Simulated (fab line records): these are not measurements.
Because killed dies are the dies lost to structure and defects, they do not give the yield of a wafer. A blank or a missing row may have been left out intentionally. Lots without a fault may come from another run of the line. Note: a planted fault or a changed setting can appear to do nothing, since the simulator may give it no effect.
Matching of chambers + flow n5_finfet + N5_BEOL_M10_STRIP_67 on rie_diel-03 has 4 sister chambers
The step strips in CF4. 4 wafers are shown with their chamber, then 9 later ones without.

WAFERS, EACH WITH ITS CHAMBER
| wafer  | chamber | showerhead_plenum_p_Torr (Torr) |
|--------|---------|---------------------------------|
| L077.1 | 2       | 1.83                            |
| L086.3 | 3       | 1.79                            |
| L089.2 | 1       | 1.82                            |
| L089.5 | 0       | 1.87                            |

WAFERS WITH NO CHAMBER GIVEN
| wafer  | showerhead_plenum_p_Torr (Torr) |
|--------|---------------------------------|
| L091.1 | 1.78                            |
| L091.2 | 1.82                            |
| L091.3 | 1.86                            |
| L093.2 | 1.78                            |
| L093.3 | 1.86                            |
| L093.4 | 1.82                            |
| L096.1 | 1.86                            |
| L096.2 | 1.81                            |
| L096.4 | 1.78                            |

WHICH CHAMBER EACH WENT THROUGH
| wafer  | from the rows above          | in truth |
|--------|------------------------------|----------|
| L091.1 | 3                            | 3        |
| L091.2 | can't be placed: 1 or 2      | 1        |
| L091.3 | 0                            | 0        |
| L093.2 | 3                            | 3        |
| L093.3 | 0                            | 0        |
| L093.4 | can't be placed: 1 or 2      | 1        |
| L096.1 | 0                            | 0        |
| L096.2 | can't be placed: 1 or 2 or 3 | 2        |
| L096.4 | 3                            | 3        |
Correctly placed: 6 of 9. Not placeable from these rows: 3 (in 3, the candidates include the true chamber). Wrongly placed: 0.
How it was worked out, from the rows above alone: a wafer's distance from a chamber is the root of the sum, over the readings, of the square of ((its reading less the chamber's mean) divided by the reading's scatter). If the next closest chamber is less than 2 further off than the closest, the wafer can't be placed; otherwise it belongs to the closest. A chamber's mean is the mean of its shown wafers. The scatter: root of mean squared gap, hidden wafer to nearest shown wafer, with one shown wafer a chamber.
